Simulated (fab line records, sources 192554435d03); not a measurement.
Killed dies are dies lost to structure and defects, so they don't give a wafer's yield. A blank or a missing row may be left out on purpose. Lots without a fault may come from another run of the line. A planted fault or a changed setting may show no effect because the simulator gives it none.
Tool commonality check | flow n5_finfet | 9 lots, 26 wafers sampled

WHY IT WAS OPENED
At N5_BEOL_M4_THK_MEAS_53 the reading M4_THK is flagged on 2 of 9 lots. Wafers without a fault read 39.0 nm, standard deviation 1.9.
Rule: a lot is flagged when every wafer of it that has a number lies more than 4 standard deviations from that mean, or none has a number. The other lots count as sound.

lot  | measured     | on            | M4_THK (nm), wafer by wafer | flag
L670 | day 8 20:20  | film_metro-01 | 42.0 38.6 38.2              |
L672 | day 9 14:20  | film_metro-02 | 37.0 40.6 40.4              |
L675 | day 10 02:44 | film_metro-01 | 37.9 41.5 38.3              |
L678 | day 10 17:03 | film_metro-01 | 41.0 41.0 40.0              |
L680 | day 11 11:34 | film_metro-01 | 40.0 39.3 40.3              |
L689 | day 13 18:20 | film_metro-02 | 300.8 298.3 299.7           | FLAGGED
L691 | day 13 20:02 | film_metro-01 | 36.6 37.0 39.8              |
L690 | day 13 20:31 | film_metro-02 | 304.8 298.5 303.6           | FLAGGED
L692 | day 14 06:23 | film_metro-01 | 38.9 41.7                   |
The numbers of the flagged lots are 300.9 nm on average: +261.9 nm against the usual, or +99 or more standard deviations.

WHICH TOOL RAN EACH LOT
The record holds 3 process steps before the reading, out of a route of 1938 steps. In each cell: the tool, then ch and the chambers that the sampled wafers went through, then the start.
lot  | flag    | N5_BEOL_M4_ANNEAL_87         | N5_BEOL_M4_SPUTTER_92        | N5_BEOL_M4_CMP_52
L670 |         | pvd_sputter-02, day 8 18:32  | pvd_sputter-02, day 8 19:07  | cmp-03 ch 0,2,3, day 8 20:05
L672 |         | pvd_sputter-01, day 9 12:31  | pvd_sputter-01, day 9 13:06  | cmp-01 ch 0,1, day 9 14:02
L675 |         | pvd_sputter-02, day 10 00:56 | pvd_sputter-02, day 10 01:31 | cmp-04 ch 1,2,3, day 10 02:31
L678 |         | pvd_sputter-01, day 10 15:14 | pvd_sputter-01, day 10 15:49 | cmp-03 ch 1,3, day 10 16:46
L680 |         | pvd_sputter-01, day 11 09:26 | pvd_sputter-01, day 11 10:01 | cmp-03 ch 0,1,3, day 11 11:19
L689 | FLAGGED | pvd_sputter-01, day 13 16:31 | pvd_sputter-01, day 13 17:05 | cmp-03 ch 1,2, day 13 18:02
L691 |         | pvd_sputter-02, day 13 18:00 | pvd_sputter-02, day 13 18:39 | cmp-04 ch 0,1, day 13 19:44
L690 | FLAGGED | pvd_sputter-01, day 13 18:37 | pvd_sputter-01, day 13 19:11 | cmp-03 ch 0,1,2, day 13 20:18
L692 |         | pvd_sputter-03, day 14 04:35 | pvd_sputter-03, day 14 05:10 | cmp-01 ch 2,3, day 14 06:13
What these steps do:
- N5_BEOL_M4_ANNEAL_87: time 240 s.
- N5_BEOL_M4_SPUTTER_92: material Cu, target thk 4.5 nm, time 8.29 s.
- N5_BEOL_M4_CMP_52: polishes, stops on SiOC, t overpolish 6.8 s, target thk 40 nm.
- N5_BEOL_M4_THK_MEAS_53: measures by xrf.

FLAGGED OVER TOTAL, TOOL BY TOOL (the gauges that took the reading come last)
step                   | tool           | lots run | flagged | share of the flagged lots | sound lots run after its first flagged lot
N5_BEOL_M4_ANNEAL_87   | pvd_sputter-01 | 5        | 2       | all                       | 0
N5_BEOL_M4_ANNEAL_87   | pvd_sputter-02 | 3        | 0       | none                      | -
N5_BEOL_M4_ANNEAL_87   | pvd_sputter-03 | 1        | 0       | none                      | -
N5_BEOL_M4_SPUTTER_92  | pvd_sputter-01 | 5        | 2       | all                       | 0
N5_BEOL_M4_SPUTTER_92  | pvd_sputter-02 | 3        | 0       | none                      | -
N5_BEOL_M4_SPUTTER_92  | pvd_sputter-03 | 1        | 0       | none                      | -
N5_BEOL_M4_CMP_52      | cmp-01         | 2        | 0       | none                      | -
N5_BEOL_M4_CMP_52      | cmp-03         | 5        | 2       | all                       | 0
N5_BEOL_M4_CMP_52      | cmp-04         | 2        | 0       | none                      | -
N5_BEOL_M4_THK_MEAS_53 | film_metro-01  | 6        | 0       | none                      | -
N5_BEOL_M4_THK_MEAS_53 | film_metro-02  | 3        | 2       | all                       | 0

WHAT THE TABLE ALLOWS
4 rows of the table ran every flagged lot: pvd_sputter-01 at N5_BEOL_M4_ANNEAL_87, pvd_sputter-01 at N5_BEOL_M4_SPUTTER_92, cmp-03 at N5_BEOL_M4_CMP_52, film_metro-02 at N5_BEOL_M4_THK_MEAS_53.
- pvd_sputter-01 at N5_BEOL_M4_ANNEAL_87: 2 of its 5 lots flagged. Its last sound lot is L680 (day 11 09:26), its first flagged lot L689 (day 13 16:31): a fault that began between those two fits.
- pvd_sputter-01 at N5_BEOL_M4_SPUTTER_92: 2 of its 5 lots flagged. Its last sound lot is L680 (day 11 10:01), its first flagged lot L689 (day 13 17:05): a fault that began between those two fits.
- cmp-03 at N5_BEOL_M4_CMP_52: 2 of its 5 lots flagged. Its last sound lot is L680 (day 11 11:19), its first flagged lot L689 (day 13 18:02): a fault that began between those two fits. On the flagged lots its readings are blank where sound lots have values: barrier_field_endpoint_s, clearing_platen_down_force_psi, motor_current_A, overpolish_run_s and 3 more.
- film_metro-02 at N5_BEOL_M4_THK_MEAS_53: 2 of its 3 lots flagged. Its last sound lot is L672 (day 9 14:20), its first flagged lot L689 (day 13 18:20): a fault that began between those two fits.
Counting lots can't tell these 3 tools apart, because each fits a fault that began at some hour. More lots, or a look at what each step does to the wafer, might.

WHAT THE SIMULATOR HAD PUT IN
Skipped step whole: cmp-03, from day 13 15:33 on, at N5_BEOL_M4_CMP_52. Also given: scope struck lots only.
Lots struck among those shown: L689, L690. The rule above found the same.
